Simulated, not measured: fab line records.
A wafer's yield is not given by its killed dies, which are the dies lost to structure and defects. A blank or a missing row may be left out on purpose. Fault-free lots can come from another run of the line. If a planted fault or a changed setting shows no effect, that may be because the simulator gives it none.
fab line records	flow n5Finfet
[record] lots = 6	wafers = 18	lastDay = 17
route steps=1938 shown BEOL_M14@1751
lots that met no fault: from a run of the same line without faults
startH: hours from the record's opening day to when the first of the lot's shown wafers began	waitH: how many hours have passed since the lot's step before this one	" the same as in the row above	L1.1+2: one row covering several wafers at once	- no value, or no start given	* or withheld: withheld	< > ~ a bound
route shown NAME@n: names a module that has steps shown in the file, with the first one's number in the route	usual: average and standard deviation across the fault-free wafers	same: alike in all rows	chamber/n: place in a boat	sites: each site's reading	_std_site: the standard deviation of these	_edge_site: mean of outer sites minus mean of inner sites	radiusMm: how far each site lies from the wafer's centre	mask NAME#n: copy n	behind: the tool/chamber that last shaped the wafer	hold: reason for holding the lot/hours on hold/outcome of the hold	device: transistor that didn't switch, given as n, p or np	end of line: tests run on the same wafers once the route is complete	where a step has no rows: the recipe by itself	killed: count of dies lost to structure and defects at first sort (not the wafer's yield)	map: a wafer's dies, marking killed ones x, the rest . and places with no die _
set.NAME: the run value of the setting; set.NAME@STEP: its run value at that earlier step	model.NAME: the simulator's own value behind a step, which no gauge read
lots seen at some steps along the route; tables by step, rows by wafer
services: from which hour (startH, from the record's first day; less than 0 if before it) a tool's chamber was out of use, for how many hours, and why
[[steps]]
[step N5_BEOL_M14_ETCH_68]
[recipe] chemistry = N2/H2	target = SOC	maskMaterial = SiARC	sourceW = 3000	biasW = 350	tempC = 40	timeS = 450	ionEnergyEv = 200	pressureMtorr = 30	n2FlowSccm = 200	h2FlowSccm = 200
[usual] drypumpMotorCurrentA = 5.6/0.47	oesProductAu = 0.80/0.084	rfVppV = 524.4/2.8	showerheadPlenumPTorr = 2.56/0.1	throttleValvePct = 17.70/0.15
[same] timeS = 450
lot.wafer	tool	chamber	startH	waitH	drypumpMotorCurrentA	oesProductAu	rfHoursCounterH	rfVppV	showerheadPlenumPTorr	throttleValvePct
L317.1	rieDiel-04	2	300.37	0.1	5.8	0.78	117	522.5	2.45	17.52
L317.3	"	0	"	"	5.7	0.84	69	527.5	2.70	17.72
L317.6	"	0	"	"	5.7	0.84	-	527.8	2.70	17.72
L319.2	rieDiel-01	3	308.42	0.1	4.9	0.80	96	527.5	2.68	17.65
L319.4	"	2	"	"	6.4	0.81	88	529.3	2.69	17.80
L319.5	"	1	"	"	5.3	0.88	-	522.5	2.49	17.59
L330.1	rieDiel-01	1	369.97	0.1	5.3	0.85	46	522.4	2.48	17.64
L330.2	"	3	"	"	4.9	0.78	118	527.6	2.67	17.65
L330.4	"	2	"	"	6.4	0.79	110	527.4	2.68	17.84
L332.2	rieDiel-04	3	373.38	0.1	5.8	0.67	234	523.0	2.51	17.95
L332.3	"	0	"	"	5.7	0.81	94	527.6	2.69	17.77
L332.6	"	1	"	"	6.4	0.91	-	526.0	2.59	17.51
L334.1	rieDiel-01	2	383.54	0.1	6.4	0.79	114	527.3	2.68	17.84
L334.4	"	1	"	"	5.3	0.84	51	523.7	2.48	17.64
L334.6	"	3	"	"	4.9	0.78	-	527.3	2.67	17.69
L333.2	rieDiel-02	3	384.61	0.1	5.6	0.86	53	523.9	2.60	17.48
L333.3	"	1	"	"	5.7	0.72	210	520.7	2.42	17.81
L333.4	"	2	"	"	5.9	0.89	42	527.6	2.70	17.84
[step N5_BEOL_M14_STRIP_69]
[recipe] chemistry = N2/H2	tempC = 40	n2FlowSccm = 200	h2FlowSccm = 200	rfFrequencyHz = 6e+07
[step N5_BEOL_M14_TRENCH_ETCH_34]
[recipe] chemistry = C4F8/O2/Ar	target = SiO2	targetDepthA = 5566.5	maskMaterial = SOC	heInnerTorr = 15	heOuterTorr = 30	timeS = 126.9	ionEnergyEv = 800	pressureMtorr = 20	sourceW = 1905	biasW = 2040	Ar_flow_sccm = 400	C4F8_flow_sccm = 16	O2_flow_sccm = 12
[step N5_BEOL_M14_STRIP_70]
[recipe] chemistry = C4F8/O2/Ar	resist = SiARC	rfFrequencyHz = 6e+07
[step N5_BEOL_M14_OCD_MEAS_35]
[usual] trenchDepthNm = 555/13
lot.wafer	tool	chamber	startH	waitH	trenchDepthNm
L317.1	ocd-01	-	300.80	0.0	549
L317.3	"	-	"	"	556
L317.6	"	-	"	"	552
L319.2	ocd-02	-	308.85	0.0	553
L319.4	"	-	"	"	548
L319.5	"	-	"	"	551
L330.1	ocd-01	-	370.40	0.0	549
L330.2	"	-	"	"	560
L330.4	"	-	"	"	549
L332.2	ocd-01	-	373.81	0.0	553
L332.3	"	-	"	"	546
L332.6	"	-	"	"	549
L334.1	ocd-01	-	383.97	0.0	560
L334.4	"	-	"	"	551
L334.6	"	-	"	"	559
L333.2	ocd-02	-	385.04	0.0	583
L333.3	"	-	"	"	559
L333.4	"	-	"	"	572
[step N5_BEOL_M14_STRIP_37]
[recipe] chemistry = O2	powerW = 600	tempC = 60	pressureMtorr = 30	rfFrequencyHz = 6e+07	biasPowerW = 0	overashFraction = 0.3	o2FlowSccm = 225
[step N5_BEOL_M14_ETCH_38]
[recipe] chemistry = CF4/N2	target = SiCN	targetDepthA = 1065	taperDeg = 2	timeS = 120.6	ionEnergyEv = 150	maskMaterial = SiO2	pressureMtorr = 40	sourceW = 430	biasW = 70	Ar_flow_sccm = 100	cf4FlowSccm = 60	n2FlowSccm = 60
[step N5_BEOL_M14_PRECLEAN_39]
[recipe] chemistry = residueRemover	timeS = 60	tempC = 40
[step N5_BEOL_M14_SRD_40]
[recipe] timeS = 30	tempC = 23	rinseLiquid = diw	dry = n2Spin	spinRpm = 1500	dryTimeS = 30
[step N5_BEOL_M14_DEGAS_41]
[recipe] ambient = vacuum	tempC = 300	timeS = 60
[step N5_BEOL_M14_PRE_CLEAN_42]
[recipe] gas = H2/He	timeS = 30	tempC = 300
[usual] heaterPowerW = 483/51
[same] timeS = 30
lot.wafer	tool	chamber	startH	waitH	heaterPowerW
L317.1	pvdSputter-03	-	304.59	0.0	430
L317.3	"	-	"	"	534
L317.6	"	-	"	"	453
L319.2	pvdSputter-03	-	316.06	0.0	432
L319.4	"	-	"	"	531
L319.5	"	-	"	"	432
L332.2	pvdSputter-02	-	375.86	0.0	385
L332.3	"	-	"	"	453
L332.6	"	-	"	"	455
L330.1	pvdSputter-03	-	375.89	0.0	448
L330.2	"	-	"	"	517
L330.4	"	-	"	"	440
L334.1	pvdSputter-02	-	385.46	0.0	380
L334.4	"	-	"	"	438
L334.6	"	-	"	"	440
L333.2	pvdSputter-01	-	386.21	0.0	544
L333.3	"	-	"	"	478
L333.4	"	-	"	"	530
[step N5_BEOL_M14_SPUTTER_43]
[recipe] material = TaN	targetThkA = 150	tempC = 50	biasV = 168.6	powerW = 15000	chamberPressurePa = 0.12	timeS = 24.19
[usual] biasV = 168.4/1.7	cathodeDcPowerW = 15000/2.8	substrateTempC = 50.02/0.11	throttleValvePct = 30.3/1.1
[same] timeS = 24.19
lot.wafer	tool	chamber	startH	waitH	biasV	cathodeDcPowerW	substrateTempC	throttleValvePct
L317.1	pvdSputter-03	-	304.63	0.0	168.3	14996	50.05	31.3
L317.3	"	-	"	"	171.0	15000	50.03	30.3
L317.6	"	-	"	"	167.6	15000	49.94	31.1
L319.2	pvdSputter-03	-	316.10	0.0	167.0	14999	50.05	31.4
L319.4	"	-	"	"	171.7	14998	49.94	30.2
L319.5	"	-	"	"	169.7	14999	50.12	31.2
L332.2	pvdSputter-02	-	375.90	0.0	164.6	15002	50.15	30.1
L332.3	"	-	"	"	169.0	14998	50.05	29.4
L332.6	"	-	"	"	172.9	15000	49.94	29.5
L330.1	pvdSputter-03	-	375.93	0.0	168.2	15004	49.85	29.5
L330.2	"	-	"	"	164.7	15003	49.87	30.6
L330.4	"	-	"	"	169.4	15002	50.20	31.1
L334.1	pvdSputter-02	-	385.50	0.0	168.1	15004	49.99	30.0
L334.4	"	-	"	"	166.5	14998	49.91	29.4
L334.6	"	-	"	"	169.8	14997	50.18	29.3
L333.2	pvdSputter-01	-	386.25	0.0	165.5	15002	49.94	29.5
L333.3	"	-	"	"	169.4	15005	49.92	31.3
L333.4	"	-	"	"	167.1	14994	49.90	31.6
[step N5_BEOL_M14_SPUTTER_44]
[recipe] material = Ta	targetThkA = 150	tempC = 50	biasV = 80	powerW = 15000	chamberPressurePa = 0.07	timeS = 24.19
[usual] biasV = 80.0/0.76	cathodeDcPowerW = 15000/2.7	substrateTempC = 50.01/0.12	throttleValvePct = 30.3/1.1
[same] timeS = 24.19
lot.wafer	tool	chamber	startH	waitH	biasV	cathodeDcPowerW	substrateTempC	throttleValvePct	model.Ta_of_BEOL_M14_SPUTTER_44.thkNm
L317.1	pvdSputter-03	-	304.71	0.0	78.6	11190	49.98	31.6	11.6
L317.3	"	-	"	"	79.7	14999	49.71	30.3	15.2
L317.6	"	-	"	"	79.9	15002	49.87	31.1	15.2
L319.2	pvdSputter-03	-	316.18	0.0	80.4	11186	49.76	31.3	11.4
L319.4	"	-	"	"	80.7	14994	50.06	30.1	15.2
L319.5	"	-	"	"	79.7	14999	50.05	31.0	15.4
L332.2	pvdSputter-02	-	375.98	0.0	79.5	15004	50.00	29.7	14.8
L332.3	"	-	"	"	80.0	15004	49.99	29.5	15
L332.6	"	-	"	"	79.5	15002	49.98	29.9	14.8
L330.1	pvdSputter-03	-	376.01	0.0	79.9	15001	50.24	29.4	15
L330.2	"	-	"	"	78.3	14998	49.89	30.5	14.8
L330.4	"	-	"	"	82.1	15001	50.00	31.0	15
L334.1	pvdSputter-02	-	385.58	0.0	80.4	15001	49.96	29.9	15
L334.4	"	-	"	"	80.4	15001	49.94	29.4	15.4
L334.6	"	-	"	"	80.3	14998	50.04	29.5	15.2
L333.2	pvdSputter-01	-	386.33	0.0	78.6	15003	49.94	29.5	15.2
L333.3	"	-	"	"	80.0	15003	49.86	31.5	15.2
L333.4	"	-	"	"	79.5	15000	49.95	31.2	15.2
[step N5_BEOL_M14_SPUTTER_45]
[recipe] material = Cu	targetThkA = 1000	tempC = -20	biasV = 60	powerW = 26000	chamberPressurePa = 0.13	timeS = 16.67
[usual] biasV = 60.0/0.59	cathodeDcPowerW = 26000/5	chuckSensorTempC = -16.0/0.44	substrateTempC = -19.98/0.084	throttleValvePct = 30.3/1.1
[same] timeS = 16.67
lot.wafer	tool	chamber	startH	waitH	biasV	cathodeDcPowerW	chuckSensorTempC	substrateTempC	throttleValvePct
L317.1	pvdSputter-03	-	304.79	0.0	59.2	26004	-15.8	-19.91	31.6
L317.3	"	-	"	"	58.9	26001	-16.2	-20.06	30.4
L317.6	"	-	"	"	60.6	26006	-16.4	-19.98	30.8
L319.2	pvdSputter-03	-	316.26	0.0	59.1	26004	-15.8	-19.94	31.4
L319.4	"	-	"	"	61.0	25994	-16.3	-19.85	30.4
L319.5	"	-	"	"	59.3	26006	-16.3	-20.05	31.0
L332.2	pvdSputter-02	-	376.06	0.0	59.8	26002	-16.2	-20.00	29.8
L332.3	"	-	"	"	59.4	26004	-15.2	-19.90	29.2
L332.6	"	-	"	"	61.1	25996	-15.2	-19.91	29.7
L330.1	pvdSputter-03	-	376.09	0.0	60.2	25997	-16.2	-20.13	29.3
L330.2	"	-	"	"	59.7	26005	-16.3	-19.95	30.3
L330.4	"	-	"	"	59.7	26010	-16.2	-20.12	30.9
L334.1	pvdSputter-02	-	385.66	0.0	59.6	25999	-16.2	-19.91	29.9
L334.4	"	-	"	"	60.2	26005	-15.1	-19.98	29.6
L334.6	"	-	"	"	59.7	25998	-15.0	-20.21	29.1
L333.2	pvdSputter-01	-	386.41	0.0	59.7	26003	-16.0	-20.04	29.3
L333.3	"	-	"	"	60.6	25994	-15.8	-19.91	31.4
L333.4	"	-	"	"	59.9	25996	-16.5	-19.99	31.5
[step N5_BEOL_M14_ECD_47]
[recipe] material = Cu	targetThkA = 12480
[step N5_BEOL_M14_ANNEAL_48]
[recipe] tempC = 225	timeS = 90	ambient = N2
[usual] wafer_temp_C_max = 226.0/0.38
[same] timeS = 90
lot.wafer	tool	chamber	startH	waitH	wafer_temp_C_max
L317.1	rtpAnneal-02	0	305.09	0.1	226.1
L317.3	"	0	"	"	226.4
L317.6	"	0	"	"	226.8
L319.2	rtpAnneal-01	0	316.61	0.2	226.1
L319.4	"	0	"	"	226.0
L319.5	"	0	"	"	225.6
L330.1	rtpAnneal-02	0	376.39	0.1	226.7
L330.2	"	0	"	"	226.1
L330.4	"	0	"	"	226.3
L332.2	rtpAnneal-01	0	376.41	0.2	225.7
L332.3	"	0	"	"	225.7
L332.6	"	0	"	"	225.9
L334.1	rtpAnneal-01	0	385.97	0.1	225.7
L334.4	"	0	"	"	225.8
L334.6	"	0	"	"	225.8
L333.2	rtpAnneal-02	0	386.76	0.2	226.2
L333.3	"	0	"	"	226.6
L333.4	"	0	"	"	226.1
[step N5_BEOL_M14_CMP_49]
[recipe] stopOn = SiO2	tOverpolishS = 5.2	downForcePsi = 2	platenRpm = 80	clearingPlatenDownForcePsi = 2	clearingPlatenRpm = 80	postCmpClean = cuAlkaline	targetThkNm = 560	clearingPlatenPadVelocityMS = 1.5917	padVelocityMS = 1.5917
[usual] barrierFieldEndpointS = 11.41/0.29	motorCurrentA = 8.5/0.77	platenRpm = 79.99/0.054
lot.wafer	tool	chamber	startH	waitH	barrierFieldEndpointS	motorCurrentA	platenRpm
L317.1	cmp-01	0	305.43	0.3	9.76	9.3	79.95
L317.3	"	2	"	"	11.40	8.3	80.00
L317.6	"	3	"	"	11.58	8.6	80.01
L319.4	cmp-01	0	316.86	0.1	11.54	10.3	80.09
L319.2	"	1	"	"	10.54	8.2	80.02
L319.5	"	1	"	"	12.01	8.4	80.05
L332.2	cmp-04	0	376.70	0.2	11.37	9.9	80.01
L332.3	"	1	"	"	11.31	7.6	79.99
L332.6	"	3	"	"	11.62	7.9	80.00
L330.2	cmp-01	3	376.74	0.3	11.51	8.2	80.04
L330.4	"	0	"	"	11.34	10.1	79.98
L330.1	"	1	"	"	11.89	8.3	79.94
L334.4	cmp-04	3	386.30	0.2	11.80	8.0	79.95
L334.1	"	1	"	"	11.12	8.0	79.94
L334.6	"	2	"	"	11.92	8.4	79.99
L333.2	cmp-01	3	387.01	0.2	11.06	8.1	80.03
L333.3	"	0	"	"	11.04	10.0	79.93
L333.4	"	2	"	"	10.82	8.3	79.91
[step N5_BEOL_M14_THK_MEAS_50]
[recipe] thkMeasGauge = xrf	reads = Cu_of_BEOL_M14_ECD_47
[usual] M14_THK = 557/14
lot.wafer	tool	chamber	startH	waitH	M14_THK[nm]
L317.1	filmMetro-01	-	305.68	-	555
L317.3	"	-	"	"	560
L317.6	"	-	"	"	557
L319.2	filmMetro-02	-	317.16	-	557
L319.4	"	-	"	"	548
L319.5	"	-	"	"	550
L332.2	filmMetro-02	-	376.96	-	555
L332.3	"	-	"	"	548
L332.6	"	-	"	"	555
L330.1	filmMetro-01	-	377.00	-	550
L330.2	"	-	"	"	560
L330.4	"	-	"	"	546
L334.1	filmMetro-01	-	386.56	-	559
L334.4	"	-	"	"	550
L334.6	"	-	"	"	560
L333.2	filmMetro-02	-	387.31	-	591
L333.3	"	-	"	"	565
L333.4	"	-	"	"	577
[[services]]
tool	chamber	startH	hours	kind
cmp-04	-	290.14	1.1	repair
rieDiel-02	1	300.39	15.4	repair
pvdSputter-02	-	301.83	7.9	repair
rieDiel-02	3	305.25	2.1	repair
rieDiel-04	1	308.27	2.9	repair
rieDiel-04	0	311.57	9.9	repair
rieDiel-02	0	338.41	-	clean
rieDiel-02	0	338.41	-	consumableReplace:focusRing
rieDiel-02	0	338.41	14.4	scheduledDown
rieDiel-02	0	338.41	14.4	ventCycle
rieDiel-04	3	346.23	10.6	repair
cmp-04	-	350.39	1.1	repair
rieDiel-04	-	352.25	0.6	repair
cmp-04	-	371.38	4.0	pm
rieDiel-01	0	371.46	2.1	repair
cmp-04	-	375.38	-	consumableReplace:conditioner
cmp-04	-	375.38	-	consumableReplace:pad
rieDiel-01	0	383.71	77.6	repair
[[key]]
[firstSign] step = N5_BEOL_M14_SPUTTER_44	reading = cathodeDcPowerW	direction = down	sigmas = 99+	usual = *	struck = *
[effect] step = N5_BEOL_M14_CMP_49	reading = barrierFieldEndpointS	direction = down	sigmas = 4.3	usual = 11.41	struck = 10.15
[modelEffect] step = N5_BEOL_M14_SPUTTER_44	value = Ta_of_BEOL_M14_SPUTTER_44.thkNm	without = 15.3	struck = 11.5
metAt N5_BEOL_M14_SPUTTER_44
struckWafers L317.1,L319.2
[fault] kind = processParameterDrift	tool = pvdSputter-03	chamber = -	onsetH = 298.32	steps = N5_BEOL_M14_SPUTTER_44	channel = powerW	offset = *	shape = step	endH = 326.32	actsIn = *	stated = *	scope = struckWafersOnly
